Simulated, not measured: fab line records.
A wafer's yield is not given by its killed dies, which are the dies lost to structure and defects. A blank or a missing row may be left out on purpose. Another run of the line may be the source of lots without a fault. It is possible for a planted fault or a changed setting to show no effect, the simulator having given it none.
fab line records | flow n5-finfet | part 2 of 2: steps 26 to 34 of 34
record lots=5 wafers=15 last-day=19
route steps=1938 shown BEOL_M6@1247 BEOL_M7@1263
lots with no fault: from the same line, run without faults
start-h: hours from the record's first day to the start of the lot's first wafer shown | wait-h: hours since the lot's step before | " same as the row above | L1.1+2: a row that stands for several wafers | - no value present, or no start provided | * or withheld: withheld | < > ~ a bound
route shown NAME@n: a module of which the file shows steps, and the number in the route of the first | usual: mean/standard deviation of fault-free wafers | same: alike in all rows | chamber/n: place in a boat | sites: each site's reading | _std_site: their standard deviation | _edge_site: mean of outer sites minus mean of inner sites | radius-mm: how far each site lies from the wafer's centre | mask NAME#n: copy n | behind: tool/chamber where the wafer was last shaped | hold: why the lot was held/for how many hours/how that ended | device: names the non-switching transistor (n, p or np) | end of line: the route-end tests of the same wafers | a step given without rows: its recipe and nothing more | killed: not the wafer's yield, but the dies lost to structure and defects at the first sort | map: the dies of a wafer, with x for killed, . for not killed, _ for no die there
set.NAME: the run value of the setting; set.NAME@STEP: its run value at that earlier step | model.NAME: the simulator's own value behind a step, which no gauge read
lots at some steps of the route; a table a step, a row a wafer
services: the hour from which a tool's chamber was out of use, counted from the record's first day as start-h (under 0 if before that day), plus the number of hours and why
## steps
# step N5_BEOL_M7_SOFTBAKE_06
# recipe temp-c=110 time-s=60 resist=CAR-ArF
# usual plate-temp-C=109.98/0.15
# columns lot.wafer tool chamber start-h wait-h plate-temp-C
L074.1 litho-track-05 0 - - 110.09
L074.2 " 0 " " 110.08
L074.4 " 0 " " 110.23
L082.3 litho-track-04 0 - - 109.86
L082.4 " 0 " " 109.86
L082.5 " 0 " " 109.93
L092.1 litho-track-03 0 - - 109.90
L092.4 " 0 " " 110.06
L092.5 " 0 " " 110.06
L090.2 litho-track-03 0 - - 110.14
L090.4 " 0 " " 109.84
L090.6 " 0 " " 109.92
L097.2 litho-track-04 0 - - 109.97
L097.4 " 0 " " 110.13
L097.5 " 0 " " 110.13
# step N5_BEOL_M7_EXPOSE_08
# recipe mask-id=M7 na=1.35 source-shape=dipole sigma-inner=0.817 sigma-outer=0.97 polarization=te dose-mj=68.25
# usual reticle-temp-C=23.02/0.11
# columns lot.wafer tool chamber start-h wait-h mask reticle-temp-C
L074.1 arfi-scanner-03 0 225.40 - M7#0 22.76
L074.2 " 0 " " M7#0 22.84
L074.4 " 0 " " M7#0 22.79
L082.3 arfi-scanner-02 0 271.60 - M7#0 23.02
L082.4 " 0 " " M7#0 23.18
L082.5 " 0 " " M7#0 23.09
L092.1 arfi-scanner-01 0 316.05 - M7#0 23.06
L092.4 " 0 " " M7#0 23.08
L092.5 " 0 " " M7#0 23.11
L090.2 arfi-scanner-02 0 330.58 - M7#0 22.98
L090.4 " 0 " " M7#0 23.22
L090.6 " 0 " " M7#0 23.10
L097.2 arfi-scanner-01 0 373.70 - M7#0 22.97
L097.4 " 0 " " M7#0 22.89
L097.5 " 0 " " M7#0 22.84
# step N5_BEOL_M7_PEB_09
# recipe peb-temp-c=withheld peb-time-s=60 resist=CAR-ArF
# columns lot.wafer tool chamber start-h wait-h
L074.1+2+4 litho-track-05 0 225.46 0.1
L082.3+4+5 litho-track-03 0 271.65 0.0
L092.1+4+5 litho-track-05 0 316.11 0.1
L090.2+4+6 litho-track-04 0 330.64 0.0
L097.2+4+5 litho-track-05 0 373.76 0.0
# step N5_BEOL_M7_DEVELOP_10
# recipe develop-time-s=30 developer=TMAH resist=CAR-ArF rinse-liquid=diw dry=air-spin dev-temp-c=23
# columns lot.wafer tool chamber start-h wait-h
L074.1+2+4 litho-track-05 0 - -
L082.3+4+5 litho-track-03 0 - -
L092.1+4+5 litho-track-05 0 - -
L090.2+4+6 litho-track-04 0 - -
L097.2+4+5 litho-track-05 0 - -
# step N5_BEOL_M7_CD_MEAS_11
# recipe target-cd-nm=38.5 landing-energy-ev=500 detector=se-inlens polarity=opening
# usual cd-nm=38.5/0.46
# columns lot.wafer tool chamber start-h wait-h cd-nm
L074.1 cd-sem-02 0 225.53 - 39.0
L074.2 " 0 " " 38.1
L074.4 " 0 " " 38.1
L082.3 cd-sem-01 0 271.72 - 38.5
L082.4 " 0 " " 38.3
L082.5 " 0 " " 37.8
L092.1 cd-sem-01 0 316.18 - 38.3
L092.4 " 0 " " 38.3
L092.5 " 0 " " 38.7
L090.2 cd-sem-03 0 330.71 - 38.6
L090.4 " 0 " " 38.8
L090.6 " 0 " " 38.6
L097.2 cd-sem-03 0 373.83 - 39.0
L097.4 " 0 " " 39.1
L097.5 " 0 " " 38.5
# step N5_BEOL_M7_OVL_MEAS_12
# recipe points-per-wafer=44
# usual M7_OVL=0.2/0.69
# columns lot.wafer tool chamber start-h wait-h M7_OVL[nm]
L074.1 overlay-01 0 225.56 0.0 -0.8
L074.2 " 0 " " -0.8
L074.4 " 0 " " -0.8
L082.3 overlay-02 0 271.75 0.0 -0.3
L082.4 " 0 " " 0.6
L082.5 " 0 " " -0.6
L092.1 overlay-02 0 316.21 0.0 -0.6
L092.4 " 0 " " -0.1
L092.5 " 0 " " 0.2
L090.2 overlay-01 0 330.74 0.0 0.3
L090.4 " 0 " " -0.5
L090.6 " 0 " " -0.9
L097.2 overlay-02 0 373.86 0.0 1.1
L097.4 " 0 " " 0.7
L097.5 " 0 " " 0.8
# step N5_BEOL_M7_INSPECT_13
# recipe mode=adi inspect-instrument=brightfield
# usual raw-defect-count=445/100
# columns lot.wafer tool chamber start-h wait-h raw-defect-count
L074.1 defect-inspect-01 - 225.59 0.0 420
L074.2 " - " " 340
L074.4 " - " " 469
L082.3 defect-inspect-02 - 271.77 0.0 362
L082.4 " - " " 332
L082.5 " - " " 274
L092.1 defect-inspect-02 - 316.24 0.0 343
L092.4 " - " " 436
L092.5 " - " " 460
L090.2 defect-inspect-02 - 330.76 0.0 481
L090.4 " - " " 419
L090.6 " - " " 466
L097.2 defect-inspect-01 - 373.88 0.0 315
L097.4 " - " " 388
L097.5 " - " " 408
# step N5_BEOL_M7_DESCUM_16
# recipe chemistry=O2 time-s=7.9 source-power-w=50 bias-power-w=20 pressure-mtorr=20 rf-frequency-hz=2.712e+07 temp-c=40 resist=CAR-ArF o2-flow-sccm=225
# usual drypump-motor-current-A=5.8/0.53 oes-product-au=0.75/0.067 rf-vpp-V=243.2/1.4 showerhead-plenum-p-Torr=2.09/0.07 throttle-valve-pct=20.53/0.27
# columns lot.wafer tool chamber start-h wait-h drypump-motor-current-A oes-product-au rf-hours-counter-h rf-vpp-V showerhead-plenum-p-Torr throttle-valve-pct
L074.1 rie-diel-01 3 225.65 0.1 6.2 0.74 181 244.8 2.18 20.30
L074.2 " 1 " " 6.3 0.71 201 243.3 1.98 20.57
L074.4 " 0 " " 6.2 0.92 12 242.5 2.06 19.97
L082.3 rie-diel-01 0 271.97 0.2 6.2 0.90 26 241.9 2.05 19.98
L082.4 " 3 " " 6.2 0.72 197 244.6 2.17 20.30
L082.5 " 0 " " 6.2 0.88 - 243.9 2.05 19.97
L092.1 rie-diel-03 2 316.58 0.3 4.7 0.73 189 244.5 2.17 20.94
L092.4 " 3 " " 6.4 0.80 106 243.6 2.03 20.46
L092.5 " 2 " " 4.7 0.72 - 244.6 2.17 20.92
L090.2 rie-diel-04 1 330.79 0.0 6.2 0.75 167 241.4 1.99 20.80
L090.4 " 1 " " 6.2 0.74 - 240.8 1.99 20.79
L090.6 " 3 " " 6.0 0.71 - 241.9 2.05 20.55
L097.2 rie-diel-03 1 374.00 0.1 6.1 0.69 248 244.8 2.16 20.77
L097.4 " 3 " " 6.4 0.78 125 243.2 2.02 20.50
L097.5 " 3 " " 6.4 0.77 - 242.2 2.02 20.49
# step N5_BEOL_M7_ETCH_61
# recipe chemistry=CF4 target=SiARC target-depth-a=455 mask-material=CAR-ArF time-s=75.8 ion-energy-ev=80 pressure-mtorr=40 source-w=545 bias-w=36 Ar_flow_sccm=100 cf4-flow-sccm=100 ends=cleared
# usual drypump-motor-current-A=5.8/0.54 etch-rf-on-time-s=75.9/2.4 oes-product-au=0.64/0.057 rf-vpp-V=184.1/1.2 showerhead-plenum-p-Torr=2.14/0.065 throttle-valve-pct=15.70/0.27
# columns lot.wafer tool chamber start-h wait-h drypump-motor-current-A etch-rf-on-time-s oes-product-au rf-hours-counter-h rf-vpp-V showerhead-plenum-p-Torr throttle-valve-pct
L074.1 rie-diel-01 3 225.68 0.0 6.2 72.0 0.65 181 183.4 2.22 15.45
L074.2 " 1 " " 6.3 77.1 0.59 201 182.6 2.05 15.87
L074.4 " 0 " " 6.1 77.4 0.77 12 183.2 2.10 15.11
L082.3 rie-diel-01 0 272.01 0.0 6.2 77.0 0.74 26 183.6 2.10 15.16
L082.4 " 3 " " 6.2 71.3 0.63 197 186.0 2.22 15.49
L082.5 " 0 " " 6.1 77.0 0.74 - 184.6 2.10 15.15
L092.1 rie-diel-03 2 316.61 0.0 4.7 79.2 0.61 189 185.3 2.21 16.07
L092.4 " 3 " " 6.4 72.3 0.70 106 183.8 2.07 15.51
L092.5 " 2 " " 4.7 79.4 0.61 - 186.4 2.21 16.05
L090.2 rie-diel-04 1 330.83 0.0 6.1 77.6 0.63 167 182.5 2.05 15.98
L090.4 " 1 " " 6.1 77.7 0.63 - 183.8 2.05 15.98
L090.6 " 3 " " 5.9 76.4 0.60 - 185.4 2.11 15.84
L097.2 rie-diel-03 1 374.04 0.0 6.1 80.0 0.58 248 184.1 2.19 15.88
L097.4 " 3 " " 6.4 74.1 0.68 125 183.8 2.06 15.57
L097.5 " 3 " " 6.4 73.6 0.68 - 183.1 2.06 15.55
## services
# columns tool chamber start-h hours kind
uv-cure-02 - 198.68 9.2 pm
rie-diel-04 2 200.78 4.9 repair
pecvd-04 - 203.08 1.3 repair
arfi-scanner-01 - 210.01 0.8 pm
rie-diel-04 0 210.17 13.3 repair
pecvd-01 2 215.87 20.5 repair
pecvd-03 1 223.73 6.0 repair
arfi-scanner-02 - 224.91 1.0 pm
arfi-scanner-01 - 226.22 1.0 pm
cmp-01 - 232.11 4.0 pm
cmp-02 - 233.10 2.4 repair
arfi-scanner-02 - 234.59 0.7 repair
pecvd-03 2 234.72 9.0 repair
ald-metal-03 - 241.33 28.1 pm
pecvd-04 0 256.02 5.2 repair
ecd-cu-02 - 275.36 2.4 repair
rie-diel-01 3 288.09 4.2 repair
ecd-cu-02 - 292.19 3.8 repair
pecvd-04 2 301.00 2.5 repair
pecvd-02 - 337.78 0.8 pm
uv-cure-03 - 352.18 1.0 pm
ald-metal-03 0 363.37 7.8 repair
pecvd-03 - 366.60 2.4 repair
rie-diel-01 0 369.92 15.6 repair
